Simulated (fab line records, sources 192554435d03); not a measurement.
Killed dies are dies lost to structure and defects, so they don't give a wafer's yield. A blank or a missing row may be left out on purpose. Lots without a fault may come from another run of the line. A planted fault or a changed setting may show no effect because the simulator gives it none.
Which tool did it? | flow n5_finfet | 12 lots, 36 wafers sampled, at 1 step of a route of 1938

WHAT THE GAUGES READ, wafer by wafer
N5_BEOL_M5_CD_MEAS_11: target cd 27.74 nm.
lot  | measured     | on        | cd_nm (nm)
L076 | day 9 07:49  | cd_sem-01 | 28.20 27.84 28.45
L079 | day 10 10:10 | cd_sem-03 | 27.83 28.09 27.56
L078 | day 10 17:06 | cd_sem-03 | 27.91 28.13 28.08
L080 | day 10 20:13 | cd_sem-03 | 27.97 27.91 28.06
L082 | day 11 17:35 | cd_sem-02 | 27.62 28.13 28.07
L085 | day 12 03:58 | cd_sem-02 | 27.91 27.50 28.07
L087 | day 12 10:59 | cd_sem-03 | 28.26 28.21 27.92
L088 | day 13 11:19 | cd_sem-01 | 28.03 28.07 27.74
L091 | day 13 14:07 | cd_sem-03 | 28.30 27.99 27.84
L093 | day 13 21:31 | cd_sem-02 | 28.15 28.05 27.73
L095 | day 15 05:26 | cd_sem-03 | 27.83 28.02 28.17
L097 | day 15 16:06 | cd_sem-03 | 27.74 28.18 27.77

WHICH TOOL RAN EACH LOT (tool, then ch and the chambers of the sampled wafers, then the start)
The record holds no process step before these readings.

THE ANSWER, worked out from the rows above alone
Rule: what is usual is taken from the lots themselves. Put in order of their means at a reading, lots are off if they are a third of the lots or fewer, leave a main group of 4 or more, and stand apart from it by a gap of 3 or more times the standard deviation of the main group's means; of several such gaps the widest counts. A main group whose means are all the same, to the digits that the tables above print for the reading, isn't used. A lot without any number at a reading at which 4 lots or more have one is off too. The other lots that the step has rows for count as sound.
No lot is off at any reading shown: from this, nothing can be told.

WHAT THE SIMULATOR HAD PUT IN
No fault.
